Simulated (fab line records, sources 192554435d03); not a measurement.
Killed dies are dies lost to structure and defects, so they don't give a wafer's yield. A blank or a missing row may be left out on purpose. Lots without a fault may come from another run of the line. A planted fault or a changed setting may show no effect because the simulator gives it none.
fab line records | flow n5_finfet
record lots=7 wafers=39
route steps=1938 shown PMOS_HMC_CHANNEL_EPI@57 FIN_CUT@173 SD_EPI_P@321 HKMG_FIN@406 MOL_CONTACT_COAG@624 BEOL_M2@883 BEOL_M4@1024 BEOL_M6@1236 BEOL_M7@1308 BEOL_M11@1539 BEOL_M14@1744 PASSIVATION@1929
start_h: hours from the record's first day to the start of the lot's first wafer shown | wait_h: hours since the lot's step before | " the same as in the row above | L1.1+2: a row that stands for several wafers | - no value, or no start given | * or withheld: withheld | < > ~ a bound
route shown NAME@n: a module of which the file shows steps, and the number in the route of the first | usual: mean/standard deviation of fault-free wafers | same: alike in all rows | chamber/n: place in a boat | sites: the reading at each site | _std_site: their standard deviation | _edge_site: outer sites' mean less inner sites' | radius_mm: how far each site lies from the wafer's centre | mask NAME#n: copy n | behind: the tool/chamber that last shaped the wafer | hold: why the lot was held/for how many hours/how that ended | device: the transistor (n, p or np) that didn't switch | end of line: the same wafers' tests at the end of the route | a step without rows: its recipe alone | killed: dies lost to structure and defects at the first sort, not the wafer's yield | map: a wafer's dies, x killed, . not, _ none there
set.NAME: the setting as run; set.NAME@STEP: as run at that earlier step | model.NAME: the simulator's own value behind a step, which no gauge read
lots whose settings were changed on purpose; a table a step, a row a wafer
## steps
# step N5_PMOS_HMC_CHANNEL_EPI_HM_DEP_34
# recipe material=SiO2 target_thk_a=360 temp_c=400 precursor=TEOS/O2 pressure_torr=6.5 rf_w=900 teos_flow_sccm=161.4 gas=O2 flow_sccm=2650 time_s=6.9
# step N5_FIN_CUT_CUT_ETCH_26
# recipe chemistry=CH3F/O2 target=SiNx target_depth_a=390 mask_material=SOC time_s=55.7 pressure_mtorr=30 source_w=395 bias_w=73 Ar_flow_sccm=150 CH3F_flow_sccm=30 O2_flow_sccm=20 ion_energy_ev=120
# step N5_SD_EPI_P_EPI_21
# recipe material=SiGe:B dopant=B temp_c=550 pressure_torr=20 ambient=H2 time_s=355
# step N5_HKMG_FIN_ETCH_58
# recipe chemistry=N2/H2 target=SOC target_depth_a=2158 ion_energy_ev=50 bias_w=13 time_s=741 pressure_mtorr=30 source_w=875 n2_flow_sccm=200 h2_flow_sccm=200
# step N5_MOL_CONTACT_COAG_CVD_140
# recipe material=W target_thk_a=665 mode=selective_fill temp_c=300 time_s=215
# step N5_BEOL_M2_ETCHBACK_99
# recipe chemistry=CHF3 target=SiO2 target_depth_a=50 time_s=10.4 source_w=215 bias_w=47 Ar_flow_sccm=200 CHF3_flow_sccm=12 ion_energy_ev=100 pressure_mtorr=30
# step N5_BEOL_M4_HM_DEP_02
# recipe material=TiN target_thk_a=200 temp_c=25 chamber_pressure_pa=0.49996
# step N5_BEOL_M6_VIA_ETCH_34
# recipe chemistry=C4F6/O2 target=SiCOH_lowk target_depth_a=1263 mask_material=SOC taper_deg=4 time_s=50.9 ion_energy_ev=250 pressure_mtorr=30 source_w=345 bias_w=185 Ar_flow_sccm=300 C4F6_flow_sccm=10 O2_flow_sccm=10
# step N5_BEOL_M7_TRENCH_ETCH_37
# recipe chemistry=C4F6/O2 target_depth_a=934.78 target=SiCOH_lowk time_s=31.2 ion_energy_ev=250 pressure_mtorr=30 source_w=345 bias_w=185 Ar_flow_sccm=300 C4F6_flow_sccm=10 O2_flow_sccm=10
# step N5_BEOL_M11_PECVD_70
# recipe material=SiO2 target_thk_a=200 temp_c=400 precursor=TEOS/O2 pressure_torr=5.5 rf_w=450 teos_flow_sccm=53.8 gas=O2 flow_sccm=3000 time_s=22.7
# step N5_BEOL_M14_DEVELOP_27
# recipe develop_time_s=45 rinse_liquid=diw dry=air_spin dev_temp_c=21
# step N5_PASSIVATION_PASS_ETCH_47
# recipe chemistry=CF4/O2 target=SiNx target_depth_a=7700 time_s=385 ion_energy_ev=100 pressure_mtorr=40 source_w=535 bias_w=49 Ar_flow_sccm=100 cf4_flow_sccm=100 O2_flow_sccm=10
# step N5_PASSIVATION_PROBE_49
# usual sort_bin_5_function=5.3/0.88
# columns lot.wafer tool chamber start_h wait_h set.target_thk_a@PMOS_HMC_CHANNEL_EPI_HM_DEP_34 set.time_s@FIN_CUT_CUT_ETCH_26 set.time_s@SD_EPI_P_EPI_21 set.target_depth_a@HKMG_FIN_ETCH_58 set.target_thk_a@MOL_CONTACT_COAG_CVD_140 set.time_s@BEOL_M2_ETCHBACK_99 set.target_thk_a@BEOL_M4_HM_DEP_02 set.target_depth_a@BEOL_M6_VIA_ETCH_34 set.time_s@BEOL_M7_TRENCH_ETCH_37 set.time_s@BEOL_M11_PECVD_70 set.develop_time_s@BEOL_M14_DEVELOP_27 set.time_s@PASSIVATION_PASS_ETCH_47 sort_bin_5_function[%]
L074.1 prober-01 - 272.17 0.0 155.7 79.75 355 2158 665 8.475 287.2 1263 18.54 29.75 45 385 45.6
L074.2 prober-01 - 272.22 0.1 155.7 79.75 355 3141 844.7 10.4 287.2 1263 31.2 22.7 45 385 29.2
L074.3 prober-01 - 272.27 0.1 155.7 55.7 355 2158 844.7 10.4 287.2 1699 18.54 22.7 45 385 20.1
L074.4 prober-01 - 272.32 0.2 360 55.7 355 3141 665 8.475 200 1263 18.54 22.7 45 385 5.1
L074.5 prober-01 - 272.37 0.2 360 79.75 355 3141 665 10.4 200 1699 31.2 29.75 45 385 5.4
L074.6 prober-01 - 272.42 0.3 360 55.7 355 2158 844.7 8.475 200 1699 31.2 29.75 45 385 5.7
L075.1 prober-02 - 283.71 0.2 251.1 68.01 198.6 3047 665 10.4 200 1263 31.2 22.7 45 385 5.6
L075.2 prober-02 - 283.76 0.2 251.1 55.7 198.6 3047 665 10.4 200 1263 31.2 22.7 45 385 5.3
L075.3 prober-02 - 283.81 0.3 360 68.01 198.6 2158 665 15.57 200 1058 31.2 22.7 45 385 9.0
L075.4 prober-02 - 283.86 0.3 360 68.01 355 3047 665 15.57 200 1058 31.2 22.7 71.81 385 6.9
L075.5 prober-02 - 283.91 0.4 251.1 55.7 355 2158 665 15.57 200 1263 31.2 22.7 71.81 385 4.7
L075.6 prober-02 - 283.96 0.4 360 55.7 355 2158 665 10.4 200 1058 31.2 22.7 71.81 385 4.4
L077.3 prober-01 - 292.30 0.1 360 55.7 355 2158 665 10.4 200 1263 31.2 22.7 45 385 4.6
L077.4 prober-01 - 292.35 0.2 360 55.7 355 2158 665 10.4 200 1263 31.2 22.7 45 385 6.1
L077.5 prober-01 - 292.40 0.2 360 55.7 355 2158 665 10.4 200 1263 31.2 22.7 45 385 5.5
L085.1 prober-01 - 347.30 0.0 270.8 44.11 270.4 2158 665 10.4 236.9 1263 31.2 14.3 68.25 385 5.4
L085.2 prober-01 - 347.35 0.1 270.8 55.7 355 2158 450.8 10.4 200 1263 21.98 22.7 68.25 385 6.5
L085.3 prober-01 - 347.40 0.1 360 44.11 270.4 2158 450.8 6.951 200 1263 21.98 14.3 68.25 269 95.6
L085.4 prober-01 - 347.45 0.2 360 44.11 355 2158 450.8 6.951 236.9 1263 31.2 22.7 45 269 97.6
L085.5 prober-01 - 347.50 0.2 270.8 55.7 270.4 2158 665 6.951 200 1263 31.2 22.7 45 269 96.1
L085.6 prober-01 - 347.55 0.3 360 55.7 355 2158 665 10.4 236.9 1263 21.98 14.3 45 385 4.2
L089.1 prober-01 - 356.70 0.0 542.8 55.7 355 2158 273.7 10.4 200 1936 48.88 15.33 45 385 5.5
L089.2 prober-01 - 356.75 0.1 360 55.7 205.8 2158 665 10.4 200 1263 48.88 22.7 70.54 385 5.3
L089.3 prober-01 - 356.80 0.1 360 55.7 355 2158 273.7 10.4 110.2 1936 31.2 15.33 45 385 5.4
L089.4 prober-01 - 356.85 0.2 542.8 55.7 205.8 3142 273.7 10.4 110.2 1263 31.2 22.7 45 385 6.0
L089.5 prober-01 - 356.90 0.2 542.8 55.7 355 3142 665 10.4 200 1263 31.2 15.33 70.54 385 5.7
L089.6 prober-01 - 356.95 0.3 360 55.7 205.8 3142 665 10.4 110.2 1936 48.88 22.7 70.54 385 5.2
L093.1 prober-02 - 380.16 0.0 183.4 25.6 355 3448 665 10.4 200 1263 31.2 22.7 45 385 4.7
L093.2 prober-02 - 380.21 0.1 360 55.7 355 3448 665 5.802 200 1263 31.2 22.7 45 480.8 4.9
L093.3 prober-02 - 380.26 0.1 360 55.7 355 3448 665 10.4 200 1958 31.2 22.7 29.02 480.8 5.3
L093.4 prober-02 - 380.31 0.2 360 25.6 355 2158 665 5.802 200 1958 31.2 22.7 45 385 3.2
L093.5 prober-02 - 380.36 0.2 183.4 55.7 355 2158 665 5.802 200 1263 31.2 22.7 29.02 480.8 5.8
L093.6 prober-02 - 380.41 0.3 183.4 25.6 355 2158 665 10.4 200 1958 31.2 22.7 29.02 385 4.7
L097.1 prober-01 - 426.49 0.0 360 85.35 419.9 2158 927.4 10.4 136.8 951.2 31.2 22.7 45 385 82.2
L097.2 prober-01 - 426.54 0.1 360 55.7 355 2158 927.4 10.4 136.8 1263 25.82 22.7 37.05 385 6.6
L097.3 prober-01 - 426.59 0.1 187.7 55.7 419.9 2158 927.4 8.577 200 951.2 25.82 22.7 37.05 385 74.2
L097.4 prober-01 - 426.64 0.2 187.7 85.35 419.9 2158 665 10.4 200 951.2 25.82 22.7 45 385 83.6
L097.5 prober-01 - 426.69 0.2 360 85.35 355 2158 665 8.577 136.8 1263 31.2 22.7 37.05 385 5.3
L097.6 prober-01 - 426.74 0.3 187.7 55.7 355 2158 665 8.577 200 1263 31.2 22.7 45 385 6.6
# killed by level:class
L074.1 BEOL_M4:area_open=491 BEOL_M7:area_ecd=15 MOL_CONTACT_COAG:geometric_particle:open=14 BEOL_M2:geometric_particle:open=7 STI_FIN_REVEAL:geometric_particle:open=6 MIM_TOP:geometric_particle:short=5 FIN_SAQP:geometric_particle:open=4 STARTING-WAFER:geometric_particle:short=4
L074.2 BEOL_M4:area_open=296 BEOL_M4:geometric_particle:open=11 BEOL_M0_SAQP:geometric_particle:short=7 FIN_SAQP:geometric_particle:open=6 MOL_CONTACT_COAG:geometric_particle:open=6 BEOL_M3:geometric_particle:open=5 GATE_CUT:geometric_particle:short=4 BEOL_M5:geometric_particle:open=4
L074.3 BEOL_M4:area_open=194 M1:area_ald=165 BEOL_M7:area_ecd=75 MOL_CONTACT_COAG:geometric_particle:open=17 BEOL_M4:geometric_particle:open=6 GATE_CUT:geometric_particle:short=5 FIN_SAQP:geometric_particle:short=3 STI_FIN_REVEAL:geometric_particle:open=3
L074.4 M1:area_ald=161 BEOL_M7:area_ecd=51 BEOL_M4:geometric_particle:open=13 MOL_CONTACT_COAG:geometric_particle:open=9 FIN_SAQP:geometric_particle:open=7 BEOL_M1:geometric_particle:open=7 BEOL_M2:geometric_particle:open=6 BEOL_M0_SAQP:geometric_particle:short=5
L074.5 M1:area_ald=166 MOL_CONTACT_COAG:geometric_particle:open=15 FIN_SAQP:geometric_particle:open=12 BEOL_M3:geometric_particle:open=8 BEOL_M4:geometric_particle:open=8 FIN_SAQP:geometric_particle:short=6 STARTING-WAFER:geometric_particle:open=6 MOL_CONTACT_COAG:geometric_particle:short=5
L074.6 MOL_CONTACT_COAG:geometric_particle:open=23 FIN_SAQP:geometric_particle:short=8 BEOL_M1:geometric_particle:open=8 BEOL_M3:geometric_particle:open=8 BEOL_M4:geometric_particle:open=7 BEOL_M0_SAQP:geometric_particle:short=6 BEOL_M0_SAQP:geometric_particle:open=5 FIN_SAQP:geometric_particle:open=4
L075.1 MOL_CONTACT_COAG:geometric_particle:open=12 FIN_SAQP:geometric_particle:open=10 BEOL_M4:geometric_particle:open=10 BEOL_M1:geometric_particle:open=9 BEOL_M0_SAQP:geometric_particle:open=8 BEOL_M2:geometric_particle:open=8 BEOL_M0_SAQP:geometric_particle:short=6 FIN_SAQP:geometric_particle:short=5
L075.2 M1:area_ald=237 STI_FIN_REVEAL:geometric_particle:open=14 BEOL_M0_SAQP:geometric_particle:short=11 BEOL_M0_SAQP:geometric_particle:open=11 FIN_SAQP:geometric_particle:open=10 FIN_SAQP:geometric_particle:short=8 MOL_CONTACT_COAG:geometric_particle:open=8 BEOL_M3:geometric_particle:open=6
L075.3 BEOL_M6:area_etch=44 FIN_SAQP:geometric_particle:open=12 FIN_SAQP:geometric_particle:short=9 BEOL_M0_SAQP:geometric_particle:open=9 BEOL_M2:geometric_particle:open=9 BEOL_M4:geometric_particle:open=7 STI_FIN_REVEAL:geometric_particle:open=5 BEOL_M0_SAQP:geometric_particle:short=5
L075.4 M1:area_ald=229 FIN_SAQP:geometric_particle:short=24 FIN_SAQP:geometric_particle:open=22 MOL_CONTACT_COAG:geometric_particle:open=15 BEOL_M0_SAQP:geometric_particle:open=6 BEOL_M6:area_etch=6 GATE_CUT:geometric_particle:short=5 BEOL_M0_SAQP:geometric_particle:short=5
L075.5 FIN_SAQP:geometric_particle:open=14 BEOL_M0_SAQP:geometric_particle:open=13 FIN_SAQP:geometric_particle:short=11 BEOL_M0_SAQP:geometric_particle:short=10 MOL_CONTACT_COAG:geometric_particle:open=5 BEOL_M2:geometric_particle:open=4 BEOL_M0:geometric_particle:open=4 BEOL_M4:geometric_particle:open=3
L075.6 M1:area_ald=229 BEOL_M0_SAQP:geometric_particle:short=9 BEOL_M4:geometric_particle:open=9 BEOL_M0_SAQP:geometric_particle:open=8 FIN_SAQP:geometric_particle:open=7 STI_FIN_REVEAL:geometric_particle:open=7 MOL_CONTACT_COAG:geometric_particle:open=6 BEOL_M3:geometric_particle:open=5
L077.3 STI_FIN_REVEAL:geometric_particle:open=10 BEOL_M3:geometric_particle:open=10 BEOL_M2:geometric_particle:open=9 GATE_CUT:geometric_particle:short=6 MOL_CONTACT_COAG:geometric_particle:open=6 BEOL_M0_SAQP:geometric_particle:open=6 DUMMY_GATE:geometric_particle:open=5 FIN_SAQP:geometric_particle:open=4
L077.4 FIN_SAQP:geometric_particle:short=12 BEOL_M0_SAQP:geometric_particle:short=11 MOL_CONTACT_COAG:geometric_particle:open=11 BEOL_M0_SAQP:geometric_particle:open=11 FIN_SAQP:geometric_particle:open=10 BEOL_M1:geometric_particle:open=7 BEOL_M3:geometric_particle:open=7 BEOL_M2:geometric_particle:open=6
L077.5 FIN_SAQP:geometric_particle:open=19 STI_FIN_REVEAL:geometric_particle:open=10 FIN_SAQP:geometric_particle:short=8 MOL_CONTACT_COAG:geometric_particle:open=7 BEOL_M2:geometric_particle:open=5 BEOL_M4:geometric_particle:open=5 BEOL_M3:geometric_particle:open=4 STARTING-WAFER:geometric_particle:open=3
L085.1 M1:area_ald=14 BEOL_M0_SAQP:geometric_particle:open=11 MOL_CONTACT_COAG:geometric_particle:open=10 BEOL_M0_SAQP:geometric_particle:short=9 BEOL_M2:geometric_particle:open=7 BEOL_M1:geometric_particle:open=6 BEOL_M3:geometric_particle:open=6 FIN_SAQP:geometric_particle:short=5
L085.2 M1:area_ald=14 BEOL_M0_SAQP:geometric_particle:open=13 BEOL_M0_SAQP:geometric_particle:short=12 STI_FIN_REVEAL:geometric_particle:open=11 MOL_CONTACT_COAG:geometric_particle:open=9 FIN_SAQP:geometric_particle:short=8 BEOL_M7:area_ecd=7 BEOL_M4:geometric_particle:open=5
L085.3 PASSIVATION:area_etch=1082 BEOL_M0_SAQP:geometric_particle:short=12 FIN_SAQP:geometric_particle:short=10 STI_FIN_REVEAL:geometric_particle:open=10 BEOL_M0_SAQP:geometric_particle:open=6 BEOL_M1:geometric_particle:open=6 BEOL_M2:geometric_particle:open=5 BEOL_M2:geometric_particle:short=4
L085.4 PASSIVATION:area_etch=1094 BEOL_M0_SAQP:geometric_particle:short=10 STI_FIN_REVEAL:geometric_particle:open=9 FIN_SAQP:geometric_particle:open=6 MOL_CONTACT_COAG:geometric_particle:open=6 BEOL_M3:geometric_particle:open=6 BEOL_M0_SAQP:geometric_particle:open=5 FIN_SAQP:geometric_particle:short=4
L085.5 PASSIVATION:area_etch=1069 BEOL_M0_SAQP:geometric_particle:short=15 MOL_CONTACT_COAG:geometric_particle:open=14 STI_FIN_REVEAL:geometric_particle:open=12 BEOL_M0_SAQP:geometric_particle:open=10 BEOL_M2:geometric_particle:short=10 BEOL_M3:geometric_particle:open=8 BEOL_M1:geometric_particle:open=5
L085.6 BEOL_M0_SAQP:geometric_particle:short=11 MOL_CONTACT_COAG:geometric_particle:open=9 BEOL_M0_SAQP:geometric_particle:open=7 BEOL_M4:geometric_particle:open=6 STARTING-WAFER:geometric_particle:short=6 STI_FIN_REVEAL:geometric_particle:open=5 FIN_SAQP:geometric_particle:open=4 MOL_CONTACT_COAG:geometric_particle:short=4
L089.1 BEOL_M7:area_etch=189 M1:area_ald=42 FIN_SAQP:geometric_particle:open=12 STI_FIN_REVEAL:geometric_particle:open=12 FIN_SAQP:geometric_particle:short=10 STI_FIN_REVEAL:geometric_particle:short=7 BEOL_M1:geometric_particle:open=5 BEOL_M0_SAQP:geometric_particle:open=4
L089.2 BEOL_M7:area_etch=574 STI_FIN_REVEAL:geometric_particle:open=9 BEOL_M4:geometric_particle:open=9 MOL_CONTACT_COAG:geometric_particle:open=8 FIN_SAQP:geometric_particle:open=7 BEOL_M2:geometric_particle:open=7 FIN_SAQP:geometric_particle:short=6 BEOL_M1:geometric_particle:open=5
L089.3 BEOL_M2:geometric_particle:open=15 BEOL_M4:geometric_particle:open=13 BEOL_M0_SAQP:geometric_particle:open=11 FIN_SAQP:geometric_particle:short=9 STI_FIN_REVEAL:geometric_particle:open=9 FIN_SAQP:geometric_particle:open=7 BEOL_M1:geometric_particle:open=7 BEOL_M0_SAQP:geometric_particle:short=6
L089.4 M1:area_ald=37 BEOL_M4:geometric_particle:open=12 BEOL_M3:geometric_particle:open=11 STI_FIN_REVEAL:geometric_particle:open=9 FIN_SAQP:geometric_particle:short=8 BEOL_M0_SAQP:geometric_particle:short=7 BEOL_M0_SAQP:geometric_particle:open=7 BEOL_M1:geometric_particle:open=6
L089.5 FIN_SAQP:geometric_particle:open=14 FIN_SAQP:geometric_particle:short=14 STI_FIN_REVEAL:geometric_particle:open=11 MOL_CONTACT_COAG:geometric_particle:open=10 BEOL_M3:geometric_particle:open=8 BEOL_M1:geometric_particle:open=6 BEOL_M0_SAQP:geometric_particle:short=6 BEOL_M0_SAQP:geometric_particle:open=6
L089.6 BEOL_M7:area_etch=338 M1:area_ald=53 DUMMY_GATE:geometric_particle:open=9 BEOL_M1:geometric_particle:open=9 BEOL_M3:geometric_particle:open=8 FIN_SAQP:geometric_particle:open=7 STI_FIN_REVEAL:geometric_particle:open=7 MOL_CONTACT_COAG:geometric_particle:open=6
L093.1 MOL_CONTACT_COAG:geometric_particle:open=18 STI_FIN_REVEAL:geometric_particle:open=8 BEOL_M3:geometric_particle:open=7 BEOL_M0_SAQP:geometric_particle:open=6 FIN_SAQP:geometric_particle:short=5 MOL_CONTACT_COAG:geometric_particle:short=5 BEOL_M5:geometric_particle:open=4 STI_FIN_REVEAL:geometric_particle:short=3
L093.2 MOL_CONTACT_COAG:geometric_particle:open=12 STI_FIN_REVEAL:geometric_particle:open=11 BEOL_M0_SAQP:geometric_particle:short=10 FIN_SAQP:geometric_particle:short=9 BEOL_M0_SAQP:geometric_particle:open=8 BEOL_M1:geometric_particle:open=8 BEOL_M3:geometric_particle:open=7 GATE_CUT:geometric_particle:short=3
L093.3 MOL_CONTACT_COAG:geometric_particle:open=19 BEOL_M0_SAQP:geometric_particle:open=11 BEOL_M3:geometric_particle:open=8 STI_FIN_REVEAL:geometric_particle:open=7 BEOL_M1:geometric_particle:short=6 BEOL_M5:geometric_particle:open=6 BEOL_M0_SAQP:geometric_particle:short=4 FIN_SAQP:geometric_particle:open=3
L093.4 MOL_CONTACT_COAG:geometric_particle:open=16 BEOL_M3:geometric_particle:open=7 BEOL_M0_SAQP:geometric_particle:open=5 FIN_SAQP:geometric_particle:open=4 STI_FIN_REVEAL:geometric_particle:open=4 DUMMY_GATE:geometric_particle:open=4 BEOL_M1:geometric_particle:open=4 DUMMY_GATE:geometric_particle:short=3
L093.5 MOL_CONTACT_COAG:geometric_particle:open=15 BEOL_M3:geometric_particle:open=10 BEOL_M0_SAQP:geometric_particle:short=8 BEOL_M1:geometric_particle:open=7 FIN_SAQP:geometric_particle:open=6 STI_FIN_REVEAL:geometric_particle:open=6 MOL_CONTACT_COAG:geometric_particle:short=5 BEOL_M0_SAQP:geometric_particle:open=5
L093.6 MOL_CONTACT_COAG:geometric_particle:open=18 BEOL_M0_SAQP:geometric_particle:open=10 BEOL_M0_SAQP:geometric_particle:short=6 STI_FIN_REVEAL:geometric_particle:open=5 MOL_CONTACT_COAG:geometric_particle:short=4 BEOL_M1:geometric_particle:open=4 BEOL_M3:geometric_particle:open=4 BEOL_M4:geometric_particle:open=4
L097.1 BEOL_M6:area_etch=894 FIN_SAQP:geometric_particle:open=14 FIN_SAQP:geometric_particle:short=12 BEOL_M3:geometric_particle:open=12 STI_FIN_REVEAL:geometric_particle:open=12 BEOL_M0_SAQP:geometric_particle:open=9 MOL_CONTACT_COAG:geometric_particle:open=9 GATE_CUT:geometric_particle:open=7
L097.2 FIN_SAQP:geometric_particle:open=20 BEOL_M4:geometric_particle:open=12 STI_FIN_REVEAL:geometric_particle:open=11 FIN_SAQP:geometric_particle:short=10 BEOL_M3:geometric_particle:open=9 MOL_CONTACT_COAG:geometric_particle:open=6 DUMMY_GATE:geometric_particle:open=5 BEOL_M1:geometric_particle:open=5
L097.3 BEOL_M6:area_etch=816 STI_FIN_REVEAL:geometric_particle:open=13 MOL_CONTACT_COAG:geometric_particle:open=11 FIN_SAQP:geometric_particle:open=10 GATE_CUT:geometric_particle:short=8 DUMMY_GATE:geometric_particle:open=7 BEOL_M3:geometric_particle:open=6 FIN_SAQP:geometric_particle:short=4
L097.4 BEOL_M6:area_etch=906 FIN_SAQP:geometric_particle:open=17 MOL_CONTACT_COAG:geometric_particle:open=17 FIN_SAQP:geometric_particle:short=12 STI_FIN_REVEAL:geometric_particle:open=8 BEOL_M0_SAQP:geometric_particle:short=6 BEOL_M3:geometric_particle:open=6 BEOL_M4:geometric_particle:open=6
L097.5 STI_FIN_REVEAL:geometric_particle:open=21 MOL_CONTACT_COAG:geometric_particle:open=10 BEOL_M0_SAQP:geometric_particle:open=9 BEOL_M0_SAQP:geometric_particle:short=8 BEOL_M4:geometric_particle:open=8 FIN_SAQP:geometric_particle:open=7 BEOL_M1:geometric_particle:open=6 HKMG_FIN:area_etch=4
L097.6 STI_FIN_REVEAL:geometric_particle:open=20 FIN_SAQP:geometric_particle:open=19 MOL_CONTACT_COAG:geometric_particle:open=10 BEOL_M3:geometric_particle:open=10 BEOL_M1:geometric_particle:open=8 GATE_CUT:geometric_particle:short=7 BEOL_M5:geometric_particle:open=6 BEOL_M4:geometric_particle:open=5
## key
split step=N5_PMOS_HMC_CHANNEL_EPI_HM_DEP_34 setting=target_thk_a stated_as=360
response none clear
split step=N5_FIN_CUT_CUT_ETCH_26 setting=time_s stated_as=55.7
response none clear
split step=N5_SD_EPI_P_EPI_21 setting=time_s stated_as=355
response none clear
split step=N5_HKMG_FIN_ETCH_58 setting=target_depth_a stated_as=2158
response none clear
split step=N5_MOL_CONTACT_COAG_CVD_140 setting=target_thk_a stated_as=665
response none clear
split step=N5_BEOL_M2_ETCHBACK_99 setting=time_s stated_as=10.4
response none clear
split step=N5_BEOL_M4_HM_DEP_02 setting=target_thk_a stated_as=200
response none clear
split step=N5_BEOL_M6_VIA_ETCH_34 setting=target_depth_a stated_as=1263
response none clear
split step=N5_BEOL_M7_TRENCH_ETCH_37 setting=time_s stated_as=31.2
response none clear
split step=N5_BEOL_M11_PECVD_70 setting=time_s stated_as=22.7
response none clear
split step=N5_BEOL_M14_DEVELOP_27 setting=develop_time_s stated_as=45
response none clear
split step=N5_PASSIVATION_PASS_ETCH_47 setting=time_s stated_as=385
response step=N5_PASSIVATION_PROBE_49 reading=sort_bin_5_function slope=-2.48 per=1% together_with=all explained=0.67
